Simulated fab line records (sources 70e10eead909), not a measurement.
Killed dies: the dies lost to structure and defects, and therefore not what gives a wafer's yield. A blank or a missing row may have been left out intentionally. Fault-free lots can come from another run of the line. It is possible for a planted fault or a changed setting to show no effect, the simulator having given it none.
Which tool did it? ; flow nand_harc ; 36 wafers from 12 lots sampled at 6 of the route's 1159 steps

## WHAT THE GAUGES READ, wafer by wafer
NHARC_P_M1_CD_MEAS_09: target cd 130 nm.
lot;measured;on;cd_nm (nm)
L995;day 6 01:34;cd_sem-02;130.2 129.2 130.0
L994;day 6 01:43;cd_sem-03;130.6 130.8 129.6
L996;day 6 18:48;cd_sem-01;130.0 130.7 129.5
L998;day 7 05:10;cd_sem-03;129.1 129.4 129.2
L999;day 7 06:01;cd_sem-02;130.6 130.6 130.1
L102;day 8 04:26;cd_sem-03;129.0 129.3 129.4
L103;day 8 05:04;cd_sem-03;129.3 130.0 130.7
L105;day 8 13:55;cd_sem-03;129.7 129.7 130.6
L106;day 9 00:38;cd_sem-03;129.7 130.4 130.4
L111;day 10 03:46;cd_sem-02;130.0 129.7 130.1
L116;day 11 13:45;cd_sem-02;130.5 129.4 129.5
L117;day 11 21:37;cd_sem-01;129.9 130.8 130.5

NHARC_P_M1_INSPECT_11.
lot;measured;on;raw_defect_count
L995;day 6 01:41;defect_inspect-01;6 4 7
L994;day 6 01:50;defect_inspect-01;7 3 3
L996;day 6 18:56;defect_inspect-01;4 6 6
L998;day 7 05:18;defect_inspect-02;5 2 3
L999;day 7 06:09;defect_inspect-02;4 1 0
L102;day 8 04:34;defect_inspect-02;2 3 4
L103;day 8 05:11;defect_inspect-02;1 1 4
L105;day 8 14:03;defect_inspect-01;4 3 3
L106;day 9 00:45;defect_inspect-01;2 7 4
L111;day 10 03:53;defect_inspect-01;3 4 4
L116;day 11 13:52;defect_inspect-01;361 3 2
L117;day 11 21:44;defect_inspect-02;390 2 351

NHARC_END_SORT_01.
lot;measured;on;defect_limited_yield (%);killed_at_array;killed_at_other;killed_at_periphery;killed_dies;killed_open;killed_short;sort_bin_2_pct (%);sort_bin_3_pct (%);sort_bin_4_pct (%);sort_n_pass;sort_rim_yield_pct (%);sort_yield_pct (%)
L103;day 22 05:56;prober-02;96.9 96.9 95.9;15 15 15;0 1 1;6 5 12;21 21 28;5 2 4;3 3 2;0.4 1.0 1.5;0 0.15 0.30;2.7 1.9 2.4;656 656 649;96.2 99.1 98.1;96.9 96.9 95.9
L105;day 21 23:14;prober-01;93.6 93.5 94.2;35 38 35;1 2 0;7 4 4;43 44 39;5 6 6;1 4 2;1.8 1.6 1.8;0.15 0.74 0.44;4.4 4.1 3.5;634 633 638;96.2 96.2 96.2;93.6 93.5 94.2
L116;day 24 07:07;prober-02;56.4 94.2 93.9;30 36 36;0 0 0;265 3 5;295 39 41;2 4 4;2 0 3;12.7 1.0 1.2;2.95 0.44 0.44;27.9 4.3 4.4;382 638 636;60.4 94.3 96.2;56.4 94.2 93.9
L117;day 24 22:37;prober-01;57.8 97.0 60.4;15 19 12;0 0 0;271 1 256;286 20 268;2 1 2;1 1 1;14.3 0.4 12.6;2.51 0 3.10;25.4 2.5 23.9;391 657 409;50.0 99.1 58.5;57.8 97.0 60.4

## TOOL THAT RAN EACH LOT (tool first, then ch and the chambers of the sampled wafers, then the start)
lot;NHARC_P_M0_PVD_20;NHARC_P_M0_PVD_21;NHARC_P_M0_CMP_23
L995;pvd_sputter-02, day 5 23:23 or earlier;pvd_sputter-02, day 5 23:23 or earlier;cmp-03 ch 1,2,3, day 5 23:23
L994;pvd_sputter-01, day 5 23:43 or earlier;pvd_sputter-01, day 5 23:43 or earlier;cmp-01 ch 1,2, day 5 23:43
L996;pvd_sputter-01, day 6 16:55 or earlier;pvd_sputter-01, day 6 16:55 or earlier;cmp-01 ch 1,2,3, day 6 16:55
L998;pvd_sputter-02, day 7 03:18 or earlier;pvd_sputter-02, day 7 03:18 or earlier;cmp-03 ch 0,2, day 7 03:18
L999;pvd_sputter-03, day 7 04:20 or earlier;pvd_sputter-03, day 7 04:20 or earlier;cmp-03 ch 1,2,3, day 7 04:20
L102;pvd_sputter-03, day 8 02:31 or earlier;pvd_sputter-03, day 8 02:31 or earlier;cmp-01 ch 1,2,3, day 8 02:31
L103;pvd_sputter-03, day 8 03:08 or earlier;pvd_sputter-03, day 8 03:08 or earlier;cmp-01 ch 1,2, day 8 03:08
L105;pvd_sputter-01, day 8 11:55 or earlier;pvd_sputter-01, day 8 11:55 or earlier;cmp-03 ch 0,2,3, day 8 11:55
L106;pvd_sputter-02, day 8 22:44 or earlier;pvd_sputter-02, day 8 22:44 or earlier;cmp-01 ch 2,3, day 8 22:44
L111;pvd_sputter-03, day 10 01:56 or earlier;pvd_sputter-03, day 10 01:56 or earlier;cmp-02 ch 0,2, day 10 01:56
L116;pvd_sputter-02, day 11 11:37 or earlier;pvd_sputter-02, day 11 11:37 or earlier;cmp-03 ch 0,2, day 11 11:37
L117;pvd_sputter-01, day 11 19:36 or earlier;pvd_sputter-01, day 11 19:36 or earlier;cmp-03 ch 0,2, day 11 19:36
- NHARC_P_M0_PVD_20: deposits TaN, target thk 5 nm, time 8.06 s.
- NHARC_P_M0_PVD_21: deposits Cu, target thk 30 nm, time 20.49 s.
- NHARC_P_M0_CMP_23: polishes, t overpolish 20 s, target thk 117.53 nm.

## WHAT THE TOOLS THEMSELVES READ (means of the sampled wafers that have a number; where no wafer has one, the mark that the record gives instead)
NHARC_P_M0_PVD_20.
lot;tool;bias_v (V);throttle_valve_pct (%)
L995;pvd_sputter-02;170.5;30.0
L994;pvd_sputter-01;166.5;30.5
L996;pvd_sputter-01;168.2;31.1
L998;pvd_sputter-02;167.9;30.0
L999;pvd_sputter-03;170.1;28.6
L102;pvd_sputter-03;167.8;30.3
L103;pvd_sputter-03;169.1;29.5
L105;pvd_sputter-01;167.6;31.4
L106;pvd_sputter-02;167.9;30.0
L111;pvd_sputter-03;168.4;30.3
L116;pvd_sputter-02;166.3;30.0
L117;pvd_sputter-01;169.0;31.2

NHARC_P_M0_PVD_21.
lot;tool;throttle_valve_pct (%)
L995;pvd_sputter-02;30.2
L994;pvd_sputter-01;30.4
L996;pvd_sputter-01;31.1
L998;pvd_sputter-02;30.0
L999;pvd_sputter-03;28.3
L102;pvd_sputter-03;28.6
L103;pvd_sputter-03;30.2
L105;pvd_sputter-01;31.1
L106;pvd_sputter-02;30.3
L111;pvd_sputter-03;30.3
L116;pvd_sputter-02;30.4
L117;pvd_sputter-01;30.6

NHARC_P_M0_CMP_23.
lot;tool;motor_current_A (A);slurry_filter_dp_kPa (kPa);time_to_endpoint_s (s)
L995;cmp-03;12.2;13.54;27.4
L994;cmp-01;12.5;13.59;26.7
L996;cmp-01;12.2;13.56;26.2
L998;cmp-03;11.0;13.36;25.6
L999;cmp-03;12.1;13.57;26.2
L102;cmp-01;11.6;13.62;27.7
L103;cmp-01;12.0;13.49;26.3
L105;cmp-03;11.6;13.60;26.6
L106;cmp-01;12.4;13.50;29.0
L111;cmp-02;13.2;13.49;29.8
L116;cmp-03;11.7;13.54;29.3
L117;cmp-03;11.2;13.60;24.8

## THE ANSWER, worked out from the rows above alone
Rule: usual is defined by the lots themselves. The widest of any qualifying gaps counts: lots, ordered by their means at a reading, are off when they make up no more than a third of the lots, leave a main group of 4 or more, and stand apart from it by 3 or more times the standard deviation of that group's means. If all means in a main group match to the digits the tables above print for the reading, that group is not used. Also off: a lot with no number at a reading for which 4 or more lots have one. All remaining lots with rows at the step are treated as sound. The gauges are gone through in route order, then the tools' own readings, and for those a lot's mean is taken as printed above. At the first step where some lot is off, the reading lying furthest off is the one used; lots without a number count as furthest.
Off: L116, L117 (NHARC_P_M1_INSPECT_11, raw_defect_count). Mean 3.7 and standard deviation 1.2 in the main group.
A tool fits if, at a process step before that reading, it ran every lot that is off, and no sound lot after the first of them. The gauges at NHARC_P_M1_INSPECT_11 are tried like those tools. NHARC_P_M0_PVD_20 gives no start for some lots, so the hours and the order of its lots are those of NHARC_P_M0_CMP_23. NHARC_P_M0_PVD_21 gives no start for some lots, so the hours and the order of its lots are those of NHARC_P_M0_CMP_23. One fits: cmp-03 at NHARC_P_M0_CMP_23. A fault onset in the window from L105 (day 8 11:55, its last sound lot) to L116 (day 11 11:37, its first lot off) fits.

## WHAT WAS PUT IN BY THE SIMULATOR
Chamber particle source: cmp-03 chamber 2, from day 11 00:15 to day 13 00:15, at NHARC_P_M0_CMP_23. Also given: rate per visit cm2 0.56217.
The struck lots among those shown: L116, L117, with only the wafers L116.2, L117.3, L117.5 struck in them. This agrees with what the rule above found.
